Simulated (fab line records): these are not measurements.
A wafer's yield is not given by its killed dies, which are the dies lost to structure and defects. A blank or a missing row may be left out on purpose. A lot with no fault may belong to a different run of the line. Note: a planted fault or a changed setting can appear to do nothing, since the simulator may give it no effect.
What tool caused it? / flow n5_finfet / Sampling: 8 lots, 24 wafers, 3 of 1938 route steps

## WHAT EACH GAUGE READ, for each wafer
N5_MOL_CONTACT_COAG_CD_MEAS_99: the cd target is 17.2 nm.
lot=L624; measured=day 6 05:28; on=cd_sem-03; cd_nm (nm)=16.46 17.25 17.25
lot=L629; measured=day 7 12:05; on=cd_sem-02; cd_nm (nm)=17.23 17.35 16.85
lot=L630; measured=day 7 18:13; on=cd_sem-02; cd_nm (nm)=17.58 17.54 17.09
lot=L635; measured=day 8 20:52; on=cd_sem-02; cd_nm (nm)=- - -
lot=L636; measured=day 9 05:52; on=cd_sem-03; cd_nm (nm)=- - -
lot=L639; measured=day 9 22:47; on=cd_sem-02; cd_nm (nm)=17.73 17.01 17.42
lot=L640; measured=day 10 06:04; on=cd_sem-01; cd_nm (nm)=17.47 17.68 17.86
lot=L641; measured=day 10 16:10; on=cd_sem-03; cd_nm (nm)=17.20 17.10 17.53

## WHAT TOOL EACH LOT RAN ON (gives the tool, then ch and the chambers of the sampled wafers, and finally the start)
lot=L624; N5_MOL_CONTACT_COAG_ETCH_15=rie_diel-02 ch 0,1,3, day 6 05:17; N5_MOL_CONTACT_COAG_ETCH_110=rie_diel-02 ch 0,1,3, day 6 05:20
lot=L629; N5_MOL_CONTACT_COAG_ETCH_15=rie_diel-05 ch 2,3, day 7 11:54; N5_MOL_CONTACT_COAG_ETCH_110=rie_diel-05 ch 2,3, day 7 11:58
lot=L630; N5_MOL_CONTACT_COAG_ETCH_15=rie_diel-02 ch 1,2, day 7 18:02; N5_MOL_CONTACT_COAG_ETCH_110=rie_diel-02 ch 1,2, day 7 18:06
lot=L635; N5_MOL_CONTACT_COAG_ETCH_15=rie_diel-02 ch 0,2,3, day 8 20:41; N5_MOL_CONTACT_COAG_ETCH_110=rie_diel-02 ch 0,2,3, day 8 20:45
lot=L636; N5_MOL_CONTACT_COAG_ETCH_15=rie_diel-04 ch 0,1,3, day 9 05:41; N5_MOL_CONTACT_COAG_ETCH_110=rie_diel-04 ch 0,1,3, day 9 05:45
lot=L639; N5_MOL_CONTACT_COAG_ETCH_15=rie_diel-02 ch 2,3, day 9 22:36; N5_MOL_CONTACT_COAG_ETCH_110=rie_diel-02 ch 2,3, day 9 22:40
lot=L640; N5_MOL_CONTACT_COAG_ETCH_15=rie_diel-02 ch 0,1,2, day 10 05:53; N5_MOL_CONTACT_COAG_ETCH_110=rie_diel-02 ch 0,1,2, day 10 05:56
lot=L641; N5_MOL_CONTACT_COAG_ETCH_15=rie_diel-02 ch 0,3, day 10 15:59; N5_MOL_CONTACT_COAG_ETCH_110=rie_diel-02 ch 0,3, day 10 16:02
- N5_MOL_CONTACT_COAG_ETCH_15: etches SiNx in CH3F/O2, stops on Si:P, target depth 7 nm.
- N5_MOL_CONTACT_COAG_ETCH_110: etches Si in CF4/O2, target depth 2.5 nm, time 8 s.

## THE ANSWER, worked out from the rows above alone
Rule: the usual values come from the lots themselves. The widest of any qualifying gaps counts: lots, ordered by their means at a reading, are off when they make up no more than a third of the lots, leave a main group of 4 or more, and stand apart from it by 3 or more times the standard deviation of that group's means. Not used: any main group whose means are identical at the precision the tables above print for the reading. A lot without any number at a reading at which 4 lots or more have one is off too. The other lots that the step has rows for count as sound.
Off, at N5_MOL_CONTACT_COAG_CD_MEAS_99 on cd_nm: L635, L636. Without a number there: L635, L636. The main group: mean 17.31 nm, standard deviation 0.22.
If a tool, at a process step before that reading, ran all the lots that are off and no sound lot after the first of them, it fits. Gauges at N5_MOL_CONTACT_COAG_CD_MEAS_99: tried the same way as those tools. Of those tried, none fits.

## WHAT HAD BEEN PUT IN BY THE SIMULATOR
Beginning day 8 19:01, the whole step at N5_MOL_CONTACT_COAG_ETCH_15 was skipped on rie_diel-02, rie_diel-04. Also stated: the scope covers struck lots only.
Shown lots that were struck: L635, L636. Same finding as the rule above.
